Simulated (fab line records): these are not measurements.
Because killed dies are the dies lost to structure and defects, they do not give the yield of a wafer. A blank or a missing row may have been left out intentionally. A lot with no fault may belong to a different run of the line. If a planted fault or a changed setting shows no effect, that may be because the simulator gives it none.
fab line records    flow n5_finfet
[record] lots = 6  wafers = 17  last_day = 19
route steps=1938 shown BEOL_M8@1362 PASSIVATION@1936
lots with no fault: from the same line, run without faults
start_h: start of the lot's first displayed wafer, in hours after the record's first day    wait_h: hours since the lot's step before    " same as the row above    L1.1+2: a row that stands for several wafers    - either no value or no given start    * or withheld: withheld    < > ~ a bound
route shown NAME@n: a module of which the file shows steps, and the number in the route of the first    usual: mean and standard deviation over wafers with no fault    same: alike in all rows    chamber/n: place in a boat    sites: the reading at each site    _std_site: standard deviation of those values    _edge_site: the outer-site mean with the inner-site mean subtracted    radius_mm: how far each site lies from the wafer's centre    mask NAME#n: copy n    behind: tool/chamber where the wafer was last shaped    hold: cause of the lot's hold/its duration in hours/its outcome    device: transistor that didn't switch, given as n, p or np    end of line: tests of these same wafers at the route's end    a step given without rows: its recipe and nothing more    killed: at the first sort, the dies lost to defects and structure; wafer yield is something else    map: a wafer's dies, marking killed ones x, the rest . and places with no die _
set.NAME: setting as actually run; set.NAME@STEP: the setting as run at that earlier step    model.NAME: the simulator's own value behind a step, which no gauge read
a table for each step, a row for each wafer; lots at some steps of the route
services: from which hour (start_h, from the record's first day; less than 0 if before it) a tool's chamber was out of use, for how many hours, and why
[[steps]]
[step N5_BEOL_M8_EXPOSE_25]
[recipe] mask_id = V7  na = 0.33  source_shape = annular  sigma_inner = 0.4  sigma_outer = 0.8  polarization = unpolarized  target_cd_nm = 40  dose_mj = 42.5
[step N5_BEOL_M8_PEB_26]
[recipe] peb_temp_c = 100  peb_time_s = 60  resist = CAR-EUV
[step N5_BEOL_M8_DEVELOP_27]
[recipe] develop_time_s = 30  developer = TMAH  resist = CAR-EUV  rinse_liquid = surfactant_rinse  dry = air_spin  dev_temp_c = 23
[step N5_BEOL_M8_CD_MEAS_28]
[recipe] target_cd_nm = 40  landing_energy_ev = 500  detector = se_inlens
[usual] cd_nm = 39.97/0.24
lot.wafer  tool       chamber  start_h  wait_h  cd_nm
L472.3     cd_sem-03  0        251.20   -       39.86
L472.4     "          0        "        "       39.75
L472.6     "          0        "        "       40.02
L477.4     cd_sem-01  0        291.17   -       39.92
L477.5     "          0        "        "       40.06
L477.6     "          0        "        "       40.00
L479.4     cd_sem-01  0        303.42   -       40.35
L479.5     "          0        "        "       40.24
L479.6     "          0        "        "       40.44
L480.1     cd_sem-03  0        314.78   -       40.30
L480.2     "          0        "        "       40.05
L480.5     "          0        "        "       39.91
L485.1     cd_sem-02  0        368.44   -       39.74
L485.5     "          0        "        "       39.64
L485.6     "          0        "        "       39.40
L487.5     cd_sem-03  0        373.34   -       40.52
L487.6     "          0        "        "       40.30
[step N5_BEOL_M8_OVL_MEAS_29]
[recipe] points_per_wafer = 522
[usual] V7_OVL = -0.5/0.71
lot.wafer  tool        chamber  start_h  wait_h  V7_OVL[nm]
L472.3     overlay-01  0        251.24   0.0     -0.9
L472.4     "           0        "        "       -0.3
L472.6     "           0        "        "       -0.9
L477.4     overlay-02  0        291.21   0.0     -1.3
L477.5     "           0        "        "       -0.4
L477.6     "           0        "        "       -1.3
L479.4     overlay-02  0        303.46   0.0     -0.5
L479.5     "           0        "        "       -1.3
L479.6     "           0        "        "       -1.2
L480.1     overlay-01  0        314.81   0.0     -0.1
L480.2     "           0        "        "       0.7
L480.5     "           0        "        "       -0.1
L485.1     overlay-02  0        368.47   0.0     -0.7
L485.5     "           0        "        "       -1.3
L485.6     "           0        "        "       -2.0
L487.5     overlay-02  0        373.39   0.0     -1.0
L487.6     "           0        "        "       -0.7
[step N5_BEOL_M8_INSPECT_30]
[recipe] mode = adi  inspect_instrument = brightfield
[usual] raw_defect_count = 396/87
lot.wafer  tool               chamber  start_h  wait_h  raw_defect_count
L472.3     defect_inspect-02  -        251.29   0.0     489
L472.4     "                  -        "        "       505
L472.6     "                  -        "        "       436
L477.4     defect_inspect-01  -        291.26   0.0     202
L477.5     "                  -        "        "       299
L477.6     "                  -        "        "       261
L479.4     defect_inspect-01  -        303.51   0.0     279
L479.5     "                  -        "        "       338
L479.6     "                  -        "        "       343
L480.1     defect_inspect-01  -        314.88   0.1     383
L480.2     "                  -        "        "       457
L480.5     "                  -        "        "       412
L485.1     defect_inspect-02  -        368.53   0.1     423
L485.5     "                  -        "        "       329
L485.6     "                  -        "        "       348
L487.5     defect_inspect-02  -        373.43   0.0     325
L487.6     "                  -        "        "       374
[step N5_BEOL_M8_DESCUM_33]
[recipe] chemistry = O2  time_s = 7  source_power_w = 50  bias_power_w = 20  pressure_mtorr = 20  rf_frequency_hz = 2.712e+07  temp_c = 40  resist = CAR-EUV  o2_flow_sccm = 225
[usual] drypump_motor_current_A = 5.6/0.47  oes_product_au = 0.80/0.084  rf_vpp_V = 243.3/1.5  showerhead_plenum_p_Torr = 2.11/0.079  throttle_valve_pct = 20.39/0.26
lot.wafer  tool         chamber  start_h  wait_h  drypump_motor_current_A  oes_product_au  rf_hours_counter_h  rf_vpp_V  showerhead_plenum_p_Torr  throttle_valve_pct
L472.3     rie_diel-05  2        251.97   0.7     5.2                      0.90            35                  246.2     2.21                      19.98
L472.4     "            2        "        "       5.2                      0.91            -                   245.1     2.21                      19.96
L472.6     "            0        "        "       6.4                      0.72            -                   241.4     1.99                      20.42
L477.4     rie_diel-04  2        291.29   0.0     5.8                      0.77            122                 243.5     2.11                      20.61
L477.5     "            0        "        "       4.8                      0.78            -                   242.7     2.09                      20.21
L477.6     "            1        "        "       5.9                      0.70            -                   244.0     2.15                      20.19
L479.4     rie_diel-06  2        303.66   0.2     5.0                      0.94            25                  241.0     2.06                      19.93
L479.5     "            3        "        "       6.0                      0.75            -                   245.2     2.20                      20.77
L479.6     "            2        "        "       4.9                      0.93            -                   241.0     2.06                      19.93
L480.1     rie_diel-04  0        315.00   0.1     4.7                      0.78            126                 243.6     2.09                      20.22
L480.2     "            2        "        "       5.8                      0.75            131                 244.9     2.11                      20.62
L480.5     "            3        "        "       5.8                      0.72            -                   241.1     1.98                      20.65
L485.1     rie_diel-05  2        368.85   0.3     5.2                      0.85            70                  246.2     2.20                      20.01
L485.5     "            2        "        "       5.2                      0.84            -                   245.0     2.20                      20.03
L485.6     "            1        "        "       5.2                      0.84            -                   242.9     2.14                      20.69
L487.5     rie_diel-04  2        373.48   0.0     5.8                      0.74            -                   244.5     2.10                      20.66
L487.6     "            3        "        "       5.8                      0.70            -                   241.3     1.98                      20.67
[step N5_BEOL_M8_ETCH_72]
[recipe] chemistry = N2/H2  target = underlayer  target_depth_a = 65  mask_material = CAR-EUV  time_s = 5.2  ion_energy_ev = 200  pressure_mtorr = 30  source_w = 840  bias_w = 150  n2_flow_sccm = 200  h2_flow_sccm = 200  ends = cleared
[usual] drypump_motor_current_A = 5.6/0.47  etch_rf_on_time_s = 5.12/0.11  oes_product_au = 0.69/0.071  rf_fwd_power_W = 819.7/2.6  rf_vpp_V = 524.3/2.6  showerhead_plenum_p_Torr = 2.55/0.094  throttle_valve_pct = 17.77/0.27
lot.wafer  tool         chamber  start_h  wait_h  drypump_motor_current_A  etch_rf_on_time_s  oes_product_au  rf_fwd_power_W  rf_hours_counter_h  rf_vpp_V  showerhead_plenum_p_Torr  throttle_valve_pct
L472.3     rie_diel-05  2        252.00   0.0     5.2                      5.03               0.78            818.1           35                  528.1     2.68                      17.28
L472.4     "            2        "        "       5.2                      4.97               0.77            816.3           -                   528.9     2.68                      17.24
L472.6     "            0        "        "       6.4                      5.28               0.61            819.5           -                   522.2     2.42                      17.86
L477.4     rie_diel-04  2        291.32   0.0     5.8                      5.03               0.66            821.1           122                 523.5     2.57                      18.14
L477.5     "            0        "        "       4.8                      5.25               0.65            821.6           -                   523.4     2.54                      17.73
L477.6     "            1        "        "       5.9                      5.18               0.60            818.5           -                   526.6     2.61                      17.73
L479.4     rie_diel-06  2        303.69   0.0     5.0                      5.07               0.80            818.9           25                  521.0     2.49                      17.27
L479.5     "            3        "        "       6.0                      5.20               0.63            817.7           -                   526.0     2.65                      17.96
L479.6     "            2        "        "       5.0                      5.09               0.80            816.9           -                   524.3     2.49                      17.27
L480.1     rie_diel-04  0        315.03   0.0     4.8                      5.20               0.67            819.7           126                 525.8     2.54                      17.76
L480.2     "            2        "        "       5.8                      5.04               0.66            819.0           131                 525.4     2.57                      18.15
L480.5     "            3        "        "       5.8                      5.04               0.64            819.1           -                   519.3     2.40                      18.01
L485.1     rie_diel-05  2        368.89   0.0     5.2                      4.99               0.72            819.5           70                  527.3     2.66                      17.32
L485.5     "            2        "        "       5.2                      5.09               0.72            820.5           -                   525.8     2.66                      17.34
L485.6     "            1        "        "       5.2                      5.06               0.73            818.9           -                   525.9     2.57                      17.81
L487.5     rie_diel-04  2        373.50   0.0     5.8                      4.96               0.65            819.9           -                   525.0     2.56                      18.20
L487.6     "            3        "        "       5.8                      5.04               0.62            820.7           -                   522.2     2.39                      18.03
[step N5_BEOL_M8_ETCH_65]
[recipe] chemistry = CF4  target = SiARC  target_depth_a = 156  mask_material = CAR-EUV  time_s = 26  ion_energy_ev = 80  pressure_mtorr = 40  source_w = 545  bias_w = 36  Ar_flow_sccm = 100  cf4_flow_sccm = 100  ends = cleared
[usual] drypump_motor_current_A = 5.6/0.47  etch_rf_on_time_s = 25.6/0.58  oes_product_au = 0.69/0.072  rf_fwd_power_W = 532.5/2.1  rf_vpp_V = 184.2/1.3  showerhead_plenum_p_Torr = 2.15/0.076  throttle_valve_pct = 15.58/0.23
lot.wafer  tool         chamber  start_h  wait_h  drypump_motor_current_A  etch_rf_on_time_s  oes_product_au  rf_fwd_power_W  rf_hours_counter_h  rf_vpp_V  showerhead_plenum_p_Torr  throttle_valve_pct
L472.3     rie_diel-05  2        252.02   0.0     5.2                      25.1               0.77            531.2           35                  186.0     2.26                      15.27
L472.4     "            2        "        "       5.2                      25.2               0.77            532.1           -                   186.8     2.27                      15.24
L472.6     "            0        "        "       6.4                      26.7               0.61            533.6           -                   183.2     2.04                      15.65
L477.4     rie_diel-04  2        291.34   0.0     5.8                      24.9               0.67            533.3           122                 184.2     2.15                      15.71
L477.5     "            0        "        "       4.7                      26.1               0.66            534.1           -                   184.4     2.15                      15.45
L477.6     "            1        "        "       5.9                      26.0               0.60            535.1           -                   184.6     2.20                      15.48
L479.4     rie_diel-06  2        303.71   0.0     4.9                      25.5               0.80            530.7           25                  182.4     2.10                      15.01
L479.5     "            3        "        "       6.0                      25.6               0.64            531.0           -                   186.8     2.22                      15.75
L479.6     "            2        "        "       4.9                      25.4               0.81            530.4           -                   184.4     2.10                      15.02
L480.1     rie_diel-04  0        315.05   0.0     4.7                      26.2               0.66            535.5           126                 185.2     2.15                      15.47
L480.2     "            2        "        "       5.8                      25.2               0.65            530.9           131                 183.6     2.15                      15.72
L480.5     "            3        "        "       5.8                      25.2               0.63            529.7           -                   183.6     2.05                      15.92
L485.1     rie_diel-05  2        368.90   0.0     5.2                      25.1               0.74            529.9           70                  186.1     2.25                      15.32
L485.5     "            2        "        "       5.2                      25.2               0.73            531.2           -                   185.4     2.25                      15.33
L485.6     "            1        "        "       5.1                      25.5               0.73            536.4           -                   183.8     2.17                      15.65
L487.5     rie_diel-04  2        373.53   0.0     5.8                      25.4               0.64            530.1           -                   184.9     2.14                      15.77
L487.6     "            3        "        "       5.8                      25.4               0.62            530.9           -                   182.2     2.04                      15.97
[step N5_BEOL_M8_ETCH_66]
[recipe] chemistry = N2/H2  target = SOC  target_depth_a = 800  overetch_a = 160  mask_material = SiARC  temp_c = 40  time_s = 120  ion_energy_ev = 200  pressure_mtorr = 30  source_w = 840  bias_w = 150  n2_flow_sccm = 200  h2_flow_sccm = 200
[usual] drypump_motor_current_A = 5.6/0.48  oes_product_au = 0.61/0.059  rf_fwd_power_W = 835.3/2.7  rf_vpp_V = 524.3/2.8  showerhead_plenum_p_Torr = 2.55/0.094  throttle_valve_pct = 17.73/0.27
lot.wafer  tool         chamber  start_h  wait_h  drypump_motor_current_A  oes_product_au  rf_fwd_power_W  rf_hours_counter_h  rf_vpp_V  showerhead_plenum_p_Torr  throttle_valve_pct
L472.3     rie_diel-05  2        252.05   0.0     5.2                      0.68            835.8           35                  527.7     2.68                      17.21
L472.4     "            2        "        "       5.2                      0.68            835.9           -                   527.0     2.68                      17.22
L472.6     "            0        "        "       6.4                      0.55            831.5           -                   521.0     2.42                      17.80
L477.4     rie_diel-04  2        291.37   0.0     5.8                      0.59            836.4           122                 523.6     2.57                      18.09
L477.5     "            0        "        "       4.8                      0.60            837.3           -                   525.0     2.54                      17.68
L477.6     "            1        "        "       6.0                      0.54            837.6           -                   527.0     2.61                      17.67
L479.4     rie_diel-06  2        303.74   0.0     4.9                      0.71            834.8           25                  521.8     2.49                      17.24
L479.5     "            3        "        "       6.0                      0.57            830.1           -                   525.7     2.65                      17.94
L479.6     "            2        "        "       4.9                      0.71            833.6           -                   523.2     2.49                      17.23
L480.1     rie_diel-04  0        315.08   0.0     4.7                      0.60            835.8           126                 523.4     2.54                      17.71
L480.2     "            2        "        "       5.8                      0.59            830.5           131                 525.0     2.57                      18.10
L480.5     "            3        "        "       5.8                      0.56            839.1           -                   521.9     2.40                      17.93
L485.1     rie_diel-05  2        368.93   0.0     5.2                      0.65            832.0           70                  529.2     2.66                      17.29
L485.5     "            2        "        "       5.2                      0.65            831.8           -                   528.1     2.66                      17.27
L485.6     "            1        "        "       5.2                      0.65            836.6           -                   525.6     2.57                      17.77
L487.5     rie_diel-04  2        373.58   0.0     5.8                      0.57            834.3           -                   524.0     2.56                      18.13
L487.6     "            3        "        "       5.8                      0.55            837.1           -                   520.6     2.39                      17.96
[step N5_BEOL_M8_STRIP_69]
[recipe] chemistry = N2/H2  temp_c = 40  n2_flow_sccm = 200  h2_flow_sccm = 200  rf_frequency_hz = 6e+07
[step N5_BEOL_M8_STRIP_73]
[recipe] chemistry = N2/H2  temp_c = 40  n2_flow_sccm = 200  h2_flow_sccm = 200  rf_frequency_hz = 6e+07
[step N5_BEOL_M8_VIA_ETCH_34]
[recipe] chemistry = C4F6/O2  target = SiCOH_lowk  target_depth_a = 1255  mask_material = SOC  taper_deg = 4  time_s = 50.5  ion_energy_ev = 250  pressure_mtorr = 30  source_w = 345  bias_w = 185  Ar_flow_sccm = 300  C4F6_flow_sccm = 10  O2_flow_sccm = 10
[usual] drypump_motor_current_A = 5.6/0.47  oes_ar_750_au = 0.80/0.077  oes_product_au = 0.80/0.083  rf_fwd_power_W = 341.5/1.6  rf_vpp_V = 673/16  showerhead_plenum_p_Torr = 2.86/0.099  throttle_valve_pct = 20.85/0.28
lot.wafer  tool         chamber  start_h  wait_h  drypump_motor_current_A  oes_ar_750_au  oes_product_au  rf_fwd_power_W  rf_hours_counter_h  rf_vpp_V  showerhead_plenum_p_Torr  throttle_valve_pct  model.etch.depth_nm  model.SOC_of_BEOL_M8_COAT_63.thk_nm
L472.3     rie_diel-05  2        252.15   0.0     5.2                      0.91           0.91            338.7           35                  663       3.00                      20.43               128.1                54
L472.4     "            2        "        "       5.2                      0.90           0.90            340.5           -                   661       3.00                      20.41               126.9                53.8
L472.6     "            0        "        "       6.4                      0.72           0.72            340.9           -                   655       2.72                      20.92               123.2                53.8
L477.4     rie_diel-04  2        291.47   0.0     5.8                      0.88           0.82            423.3           122                 610       2.87                      21.11               139.3                53.4
L477.5     "            0        "        "       4.8                      0.87           0.82            424.5           -                   623       2.86                      20.78               135.8                53.6
L477.6     "            1        "        "       5.9                      0.80           0.75            425.7           -                   620       2.92                      20.64               136                  53.8
L479.4     rie_diel-06  2        303.84   0.0     5.0                      0.93           0.93            341.0           25                  678       2.77                      20.18               126.8                53.8
L479.5     "            3        "        "       6.0                      0.75           0.74            340.5           -                   657       2.95                      21.03               124.6                53.8
L479.6     "            2        "        "       4.9                      0.92           0.94            341.1           -                   678       2.77                      20.19               127.7                53.8
L480.1     rie_diel-04  0        315.18   0.0     4.7                      0.86           0.81            426.1           126                 623       2.86                      20.80               136.3                53.8
L480.2     "            2        "        "       5.8                      0.87           0.81            423.5           131                 609       2.86                      21.11               138                  53.4
L480.5     "            3        "        "       5.8                      0.84           0.77            425.9           -                   595       2.71                      21.14               137.4                53.6
L485.1     rie_diel-05  2        369.03   0.0     5.2                      0.85           0.85            340.4           70                  660       2.98                      20.49               127.5                54
L485.5     "            2        "        "       5.2                      0.85           0.85            341.0           -                   660       2.98                      20.48               126.1                54.4
L485.6     "            1        "        "       5.1                      0.84           0.84            341.5           -                   689       2.91                      21.15               128.2                54
L487.5     rie_diel-04  2        373.66   0.0     5.8                      0.76           0.75            338.6           -                   679       2.86                      21.13               127.7                53.6
L487.6     "            3        "        "       5.8                      0.73           0.72            341.8           -                   663       2.70                      21.18               126.7                53.8
[step N5_BEOL_M8_STRIP_76]
[recipe] chemistry = C4F6/O2  resist = SiARC  rf_frequency_hz = 6e+07
[step N5_PASSIVATION_PROBE_49]
[usual] defect_limited_yield = 91.0/1.6  killed_at_M0_to_M3 = 35/11  killed_at_M4_up = 14/5.3  killed_at_contacts = 13/6.7  killed_at_front_end = 41/12  killed_at_other = 3.9/2.7  killed_dies = 106/19  killed_open = 70/14  killed_short = 35/8.8  sort_bin_4_leakage = 0.01/0.058  sort_bin_5_function = 5.3/1  sort_bin_6_memory = 3.3/0.81  sort_n_pass = 1073/19  sort_yield_pct = 91.0/1.6
[same] gross_dies = 1180  killed_at_back_side = 0  sort_bin_8_speed[%] = 0
lot.wafer  tool       chamber  start_h  wait_h  defect_limited_yield[%]  killed_at_M0_to_M3  killed_at_M4_up  killed_at_contacts  killed_at_front_end  killed_at_other  killed_dies  killed_open  killed_short  sort_bin_4_leakage[%]  sort_bin_5_function[%]  sort_bin_6_memory[%]  sort_n_pass  sort_yield_pct[%]
L477.4     prober-02  -        358.52   0.2     90.9                     31                  23               16                  34                   3                107          67           40            0                      5.8                     3.0                   1073         90.9
L477.5     prober-02  -        358.57   0.2     89.9                     30                  17               16                  55                   1                119          82           37            0                      5.2                     4.5                   1061         89.9
L477.6     prober-02  -        358.62   0.3     91.2                     38                  13               11                  41                   1                104          66           38            0                      5.3                     3.1                   1076         91.2
L479.6     prober-02  -        369.89   0.3     90.6                     35                  24               9                   41                   2                111          76           31            0                      5.4                     3.3                   1069         90.6
L480.1     prober-01  -        387.68   0.0     90.4                     40                  17               16                  35                   5                113          63           48            0                      5.9                     3.2                   1067         90.4
L485.1     prober-01  -        442.32   0.0     91.9                     26                  20               17                  24                   9                96           65           28            0                      4.7                     3.0                   1084         91.9
L485.5     prober-01  -        442.52   0.2     90.2                     35                  22               12                  46                   1                116          86           28            0                      5.3                     4.1                   1064         90.2
L485.6     prober-01  -        442.57   0.3     88.9                     53                  20               10                  47                   1                131          91           38            0                      6.4                     4.2                   1049         88.9
// killed by level:class
L477.4 FIN_SAQP:geometric_particle:short=11 BEOL_M4:geometric_particle:open=11 MOL_CONTACT_COAG:geometric_particle:open=10 BEOL_M0_SAQP:geometric_particle:open=9 FIN_SAQP:geometric_particle:open=7 BEOL_M0:geometric_particle:open=7 MOL_CONTACT_COAG:geometric_particle:short=6 BEOL_M4:geometric_particle:short=6
L477.5 FIN_SAQP:geometric_particle:open=19 FIN_SAQP:geometric_particle:short=13 MOL_CONTACT_COAG:geometric_particle:open=13 STI_FIN_REVEAL:geometric_particle:open=10 BEOL_M0_SAQP:geometric_particle:short=9 BEOL_M4:geometric_particle:open=8 BEOL_M3:geometric_particle:open=6 BEOL_M1:geometric_particle:open=4
L477.6 FIN_SAQP:geometric_particle:open=11 BEOL_M4:geometric_particle:open=9 MOL_CONTACT_COAG:geometric_particle:open=9 BEOL_M3:geometric_particle:open=9 FIN_SAQP:geometric_particle:short=8 BEOL_M0_SAQP:geometric_particle:open=7 BEOL_M0_SAQP:geometric_particle:short=7 GATE_CUT:geometric_particle:short=6
L479.6 BEOL_M0_SAQP:geometric_particle:short=13 BEOL_M4:geometric_particle:open=13 FIN_SAQP:geometric_particle:open=12 MOL_CONTACT_COAG:geometric_particle:open=9 BEOL_M0_SAQP:geometric_particle:open=8 STI_FIN_REVEAL:geometric_particle:open=8 BEOL_M1:geometric_particle:open=6 FIN_SAQP:geometric_particle:short=5
L480.1 MOL_CONTACT_COAG:geometric_particle:open=10 BEOL_M0_SAQP:geometric_particle:open=10 FIN_SAQP:geometric_particle:short=8 FIN_SAQP:geometric_particle:open=8 BEOL_M0_SAQP:geometric_particle:short=7 MOL_CONTACT_COAG:geometric_particle:short=6 BEOL_M3:geometric_particle:open=6 BEOL_M1:geometric_particle:short=5
L485.1 MOL_CONTACT_COAG:geometric_particle:open=15 BEOL_M4:geometric_particle:open=11 BEOL_M0_SAQP:geometric_particle:open=8 FIN_SAQP:geometric_particle:short=6 BEOL_M3:geometric_particle:open=5 BEOL_M1:geometric_particle:open=4 FIN_SAQP:geometric_particle:open=3 DUMMY_GATE:geometric_particle:open=3
L485.5 BEOL_M4:geometric_particle:open=13 FIN_SAQP:geometric_particle:short=11 MOL_CONTACT_COAG:geometric_particle:open=11 STI_FIN_REVEAL:geometric_particle:open=8 BEOL_M2:geometric_particle:open=8 BEOL_M0_SAQP:geometric_particle:open=8 FIN_SAQP:geometric_particle:open=7 BEOL_M1:geometric_particle:open=7
L485.6 BEOL_M3:geometric_particle:open=15 STI_FIN_REVEAL:geometric_particle:open=13 BEOL_M1:geometric_particle:open=12 BEOL_M4:geometric_particle:open=10 BEOL_M2:geometric_particle:open=8 BEOL_M0_SAQP:geometric_particle:short=7 FIN_SAQP:geometric_particle:short=6 DUMMY_GATE:geometric_particle:open=5
[[services]]
tool         chamber  start_h  hours  kind
rie_diel-05  3        240.19   -      clean
rie_diel-05  3        240.19   -      consumable_replace:focus_ring
rie_diel-05  3        240.19   20.8   scheduled_down
rie_diel-05  3        240.19   20.8   vent_cycle
rie_diel-04  -        246.59   4.3    pm
rie_diel-04  3        270.27   1.4    repair
rie_diel-05  1        276.52   6.8    repair
rie_diel-05  2        314.84   9.9    repair
rie_diel-04  -        349.59   0.2    repair
rie_diel-04  1        363.68   6.5    repair
[[key]]
[first_sign] step = N5_BEOL_M8_VIA_ETCH_34  reading = rf_fwd_power_W  direction = up  sigmas = 53  usual = *  struck = *
[effect] step = N5_BEOL_M8_VIA_ETCH_34  reading = rf_vpp_V  direction = down  sigmas = 3.9  usual = 673  struck = 613
[model_effect] step = N5_BEOL_M8_VIA_ETCH_34  value = etch.depth_nm  without = 126.2  struck = 137.1
met_at N5_BEOL_M8_VIA_ETCH_34
struck_wafers L477.4,L477.5,L477.6,L480.1,L480.2,L480.5
[fault] kind = process_parameter_drift  tool = rie_diel-04  chamber = -  onset_h = 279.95  steps = N5_BEOL_M8_VIA_ETCH_34  channel = source_w  offset = 82.8  shape = step  end_h = 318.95  acts_in = these_recipes_only  stated = 345
